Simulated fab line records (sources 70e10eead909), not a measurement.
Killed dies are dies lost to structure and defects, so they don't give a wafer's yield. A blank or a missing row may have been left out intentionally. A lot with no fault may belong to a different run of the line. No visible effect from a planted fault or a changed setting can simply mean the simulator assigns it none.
What tool caused it? | flow nand_harc | Sampling: 24 lots, 72 wafers, 5 of 1302 route steps

== WHAT THE GAUGES SHOWED, per wafer ==
NHARC_A_M0_CD_MEAS_09 targets a cd of 80 nm.
lot  | measured     | on        | cd_nm (nm)
L074 | day 23 04:23 | cd_sem-01 | 80.2 80.6 80.6
L075 | day 23 06:05 | cd_sem-03 | 80.2 79.9 79.6
L076 | day 23 21:59 | cd_sem-01 | 79.5 80.2 79.0
L078 | day 23 23:58 | cd_sem-01 | 79.8 79.3 79.4
L080 | day 24 11:16 | cd_sem-03 | 80.2 81.2 80.7
L079 | day 24 13:29 | cd_sem-01 | 79.9 79.2 78.8
L077 | day 24 20:14 | cd_sem-01 | 80.1 79.6 79.8
L081 | day 25 10:47 | cd_sem-03 | 80.1 80.0 80.5
L082 | day 25 14:31 | cd_sem-03 | 78.8 80.0 79.3
L083 | day 26 05:43 | cd_sem-03 | 79.8 78.9 79.9
L084 | day 26 22:10 | cd_sem-02 | 79.4 79.8 80.4
L085 | day 26 22:32 | cd_sem-03 | 79.3 79.5 78.8
L086 | day 27 11:11 | cd_sem-02 | 80.5 79.5 80.0
L089 | day 28 08:59 | cd_sem-03 | 79.9 80.1 79.3
L090 | day 28 10:22 | cd_sem-02 | 80.5 79.2 79.8
L087 | day 28 11:47 | cd_sem-03 | 79.2 78.9 79.2
L088 | day 28 12:55 | cd_sem-03 | 80.2 80.1 80.1
L093 | day 30 05:10 | cd_sem-01 | 79.5 79.6 79.5
L092 | day 30 07:40 | cd_sem-02 | 80.3 79.8 78.7
L091 | day 30 16:13 | cd_sem-01 | 80.1 80.1 80.7
L094 | day 31 11:48 | cd_sem-01 | 79.6 80.1 79.6
L096 | day 31 12:25 | cd_sem-01 | 80.9 79.9 79.9
L095 | day 31 13:11 | cd_sem-01 | 79.5 79.7 80.4
L097 | day 32 01:01 | cd_sem-03 | 79.7 80.5 80.2

NHARC_A_M0_INSPECT_27.
lot  | measured     | on                | raw_defect_count
L074 | day 23 07:03 | defect_inspect-01 | 437 417 525
L075 | day 23 08:46 | defect_inspect-02 | 522 463 452
L076 | day 24 00:41 | defect_inspect-01 | 401 424 372
L078 | day 24 02:39 | defect_inspect-01 | 487 560 511
L080 | day 24 13:55 | defect_inspect-02 | 575 448 627
L079 | day 24 16:08 | defect_inspect-02 | 633 517 489
L077 | day 24 22:54 | defect_inspect-02 | 612 608 512
L081 | day 25 13:27 | defect_inspect-02 | 478 605 816
L082 | day 25 17:11 | defect_inspect-02 | 440 462 487
L083 | day 26 08:23 | defect_inspect-02 | 464 358 373
L084 | day 27 00:50 | defect_inspect-01 | 750 637 520
L085 | day 27 01:13 | defect_inspect-01 | 588 708 830
L086 | day 27 13:55 | defect_inspect-01 | 386 327 459
L089 | day 28 11:38 | defect_inspect-02 | 574 520 611
L090 | day 28 13:04 | defect_inspect-01 | 845 629 587
L087 | day 28 14:25 | defect_inspect-02 | 414 466 542
L088 | day 28 15:37 | defect_inspect-02 | 401 396 495
L093 | day 30 07:49 | defect_inspect-02 | 536 539 430
L092 | day 30 10:23 | defect_inspect-02 | 477 505 382
L091 | day 30 18:56 | defect_inspect-02 | 432 423 430
L094 | day 31 14:28 | defect_inspect-02 | 668 782 993
L096 | day 31 15:05 | defect_inspect-02 | 574 398 346
L095 | day 31 15:53 | defect_inspect-02 | 531 563 636
L097 | day 32 04:20 | defect_inspect-02 | 554 532 519

NHARC_A_M1_THK_MEAS_24: measures by xrf.
lot  | measured     | on            | thk_nm (nm)
L074 | day 23 11:09 | film_metro-01 | 153.8 155.7 154.8
L075 | day 23 12:38 | film_metro-01 | 155.3 155.7 155.0
L076 | day 24 04:37 | film_metro-01 | 154.7 153.4 154.3
L078 | day 24 06:41 | film_metro-02 | 154.7 157.1 154.8
L080 | day 24 17:58 | film_metro-02 | 153.8 153.4 152.6
L079 | day 24 20:10 | film_metro-02 | 154.8 153.8 153.8
L077 | day 25 02:58 | film_metro-01 | 153.3 155.6 153.0
L081 | day 25 17:32 | film_metro-02 | 153.6 155.1 154.8
L082 | day 25 21:58 | film_metro-01 | 154.8 153.2 154.4
L083 | day 26 12:27 | film_metro-02 | 155.4 154.9 154.2
L084 | day 27 05:21 | film_metro-02 | 153.4 152.7 153.3
L085 | day 27 05:40 | film_metro-01 | 152.8 153.9 151.3
L086 | day 27 17:47 | film_metro-01 | 154.5 154.7 152.6
L089 | day 28 15:37 | film_metro-02 | 155.5 154.5 154.4
L090 | day 28 16:56 | film_metro-01 | 152.6 151.3 155.0
L087 | day 28 18:24 | film_metro-01 | 153.2 154.1 154.0
L088 | day 28 19:39 | film_metro-01 | 151.6 153.3 152.1
L093 | day 30 11:49 | film_metro-01 | 153.4 154.7 152.1
L092 | day 30 14:26 | film_metro-01 | 151.9 156.2 153.7
L091 | day 30 22:58 | film_metro-01 | 153.5 151.7 153.7
L094 | day 31 18:37 | film_metro-02 | 153.3 153.9 153.6
L096 | day 31 19:26 | film_metro-02 | 153.8 155.1 152.8
L095 | day 31 19:45 | film_metro-01 | 153.3 152.8 152.8
L097 | day 32 08:20 | film_metro-02 | 153.8 155.2 153.0

== TOOL THAT RAN EACH LOT (tool first, then ch and the chambers of the sampled wafers, then the start) ==
lot  | NHARC_A_M0_DESCUM_14               | NHARC_A_M0_PRE_CLEAN_29
L074 | rie_diel-05 ch 0,3, day 23 04:35   | pvd_sputter-02, day 23 07:03 or earlier
L075 | rie_diel-05 ch 0,2, day 23 06:16   | pvd_sputter-02, day 23 08:46 or earlier
L076 | rie_diel-01 ch 2,3, day 23 22:10   | pvd_sputter-01, day 24 00:41 or earlier
L078 | rie_diel-04 ch 1,2,3, day 24 00:09 | pvd_sputter-03, day 24 02:39 or earlier
L080 | rie_diel-05 ch 1,2,3, day 24 11:27 | pvd_sputter-02, day 24 13:55 or earlier
L079 | rie_diel-04 ch 0,1,2, day 24 13:41 | pvd_sputter-01, day 24 16:08 or earlier
L077 | rie_diel-01 ch 1,2,3, day 24 20:26 | pvd_sputter-03, day 24 22:54 or earlier
L081 | rie_diel-04 ch 0,1,3, day 25 10:58 | pvd_sputter-02, day 25 13:27 or earlier
L082 | rie_diel-04 ch 0,1,3, day 25 14:43 | pvd_sputter-03, day 25 17:11 or earlier
L083 | rie_diel-04 ch 0,1, day 26 05:55   | pvd_sputter-01, day 26 08:23 or earlier
L084 | rie_diel-05 ch 1,2, day 26 22:21   | pvd_sputter-02, day 27 00:50 or earlier
L085 | rie_diel-04 ch 1,2,3, day 26 22:44 | pvd_sputter-01, day 27 01:13 or earlier
L086 | rie_diel-04 ch 0,2,3, day 27 11:23 | pvd_sputter-02, day 27 13:55 or earlier
L089 | rie_diel-04 ch 0,2,3, day 28 09:10 | pvd_sputter-02, day 28 11:38 or earlier
L090 | rie_diel-04 ch 0,3, day 28 10:34   | pvd_sputter-03, day 28 13:04 or earlier
L087 | rie_diel-04 ch 0,2,3, day 28 11:59 | pvd_sputter-01, day 28 14:25 or earlier
L088 | rie_diel-04 ch 1,2,3, day 28 13:07 | pvd_sputter-03, day 28 15:37 or earlier
L093 | rie_diel-04 ch 1,2,3, day 30 05:20 | pvd_sputter-02, day 30 07:49 or earlier
L092 | rie_diel-04 ch 1,2,3, day 30 07:52 | pvd_sputter-02, day 30 10:23 or earlier
L091 | rie_diel-01 ch 0,2, day 30 16:24   | pvd_sputter-01, day 30 18:56 or earlier
L094 | rie_diel-04 ch 2,3, day 31 11:59   | pvd_sputter-02, day 31 14:28 or earlier
L096 | rie_diel-05 ch 0,1, day 31 12:36   | pvd_sputter-03, day 31 15:05 or earlier
L095 | rie_diel-05 ch 0,1,3, day 31 13:22 | pvd_sputter-02, day 31 15:53 or earlier
L097 | rie_diel-04 ch 0,2,3, day 32 01:12 | pvd_sputter-02, day 32 04:20 or earlier
- NHARC_A_M0_DESCUM_14: chemistry O2, time 3 s.
- NHARC_A_M0_PRE_CLEAN_29: time 30 s.

== AS READ BY THE TOOLS THEMSELVES (means over the sampled wafers that have a number; for cases with no such wafer, the mark the record gives instead) ==
NHARC_A_M0_DESCUM_14.
lot  | tool        | drypump_motor_current_A (A) | oes_product_au (a.u.) | rf_vpp_V (V) | showerhead_plenum_p_Torr (Torr) | throttle_valve_pct (%)
L074 | rie_diel-05 | 6.0                         | 1.008                 | 57.7         | 1.92                            | 11.311
L075 | rie_diel-05 | 5.9                         | 1.002                 | 57.3         | 1.85                            | 11.312
L076 | rie_diel-01 | 5.3                         | 1.004                 | 58.4         | 2.03                            | 11.307
L078 | rie_diel-04 | 5.7                         | 1.000                 | 57.7         | 1.94                            | 11.310
L080 | rie_diel-05 | 6.0                         | 0.996                 | 58.0         | 1.96                            | 11.310
L079 | rie_diel-04 | 5.7                         | 1.009                 | 57.7         | 1.91                            | 11.323
L077 | rie_diel-01 | 5.6                         | 0.995                 | 58.0         | 2.03                            | 11.309
L081 | rie_diel-04 | 5.6                         | 1.006                 | 57.4         | 1.95                            | 11.306
L082 | rie_diel-04 | 5.6                         | 0.992                 | 57.5         | 1.95                            | 11.311
L083 | rie_diel-04 | 5.7                         | 1.003                 | 57.5         | 1.92                            | 11.316
L084 | rie_diel-05 | 6.2                         | 0.996                 | 59.2         | 1.99                            | 11.307
L085 | rie_diel-04 | 5.7                         | 1.003                 | 58.0         | 1.94                            | 11.313
L086 | rie_diel-04 | 5.6                         | 0.994                 | 58.1         | 1.88                            | 11.317
L089 | rie_diel-04 | 5.6                         | 0.993                 | 57.9         | 1.88                            | 11.312
L090 | rie_diel-04 | 5.5                         | 0.998                 | 57.8         | 1.92                            | 11.302
L087 | rie_diel-04 | 5.6                         | 1.001                 | 58.8         | 1.88                            | 11.312
L088 | rie_diel-04 | 5.7                         | 0.991                 | 57.7         | 1.94                            | 11.304
L093 | rie_diel-04 | 5.7                         | 1.005                 | 57.3         | 1.94                            | 11.310
L092 | rie_diel-04 | 5.7                         | 1.003                 | 58.0         | 1.94                            | 11.317
L091 | rie_diel-01 | 5.0                         | 0.997                 | 58.4         | 2.01                            | 11.311
L094 | rie_diel-04 | 5.5                         | 1.000                 | 57.9         | 1.91                            | 11.317
L096 | rie_diel-05 | 6.4                         | 1.000                 | 58.3         | 1.97                            | 11.321
L095 | rie_diel-05 | 6.2                         | 1.004                 | 57.2         | 1.95                            | 11.313
L097 | rie_diel-04 | 5.6                         | 1.011                 | 57.6         | 1.88                            | 11.316

NHARC_A_M0_PRE_CLEAN_29.
lot  | tool           | heater_power_w (W)
L074 | pvd_sputter-02 | 394
L075 | pvd_sputter-02 | 386
L076 | pvd_sputter-01 | 402
L078 | pvd_sputter-03 | 367
L080 | pvd_sputter-02 | 389
L079 | pvd_sputter-01 | 402
L077 | pvd_sputter-03 | 377
L081 | pvd_sputter-02 | 382
L082 | pvd_sputter-03 | 393
L083 | pvd_sputter-01 | 413
L084 | pvd_sputter-02 | 406
L085 | pvd_sputter-01 | 393
L086 | pvd_sputter-02 | 389
L089 | pvd_sputter-02 | 372
L090 | pvd_sputter-03 | 394
L087 | pvd_sputter-01 | 415
L088 | pvd_sputter-03 | 407
L093 | pvd_sputter-02 | 375
L092 | pvd_sputter-02 | 389
L091 | pvd_sputter-01 | 412
L094 | pvd_sputter-02 | 387
L096 | pvd_sputter-03 | 409
L095 | pvd_sputter-02 | 371
L097 | pvd_sputter-02 | 375

== THE ANSWER, worked out from the rows above alone ==
Rule: the usual values come from the lots themselves. Put in order of their means at a reading, lots are off if they are a third of the lots or fewer, leave a main group of 4 or more, and stand apart from it by a gap of 3 or more times the standard deviation of the main group's means; of several such gaps the widest counts. A main group is skipped when, at the precision printed for the reading in the tables above, its means are all equal. A lot without any number at a reading at which 4 lots or more have one is off too. Where the step has rows for the other lots, those lots are counted as sound. Order of review: gauges by route order, followed by the tools' own readings, for which a lot's mean as printed above is used. The first step at which some lot is off is used, and at that step the reading that is off furthest; a lot without a number counts as furthest.
Across all readings shown, no lot is off: no conclusion can be drawn from this.

== WHAT THE SIMULATOR PUT IN ==
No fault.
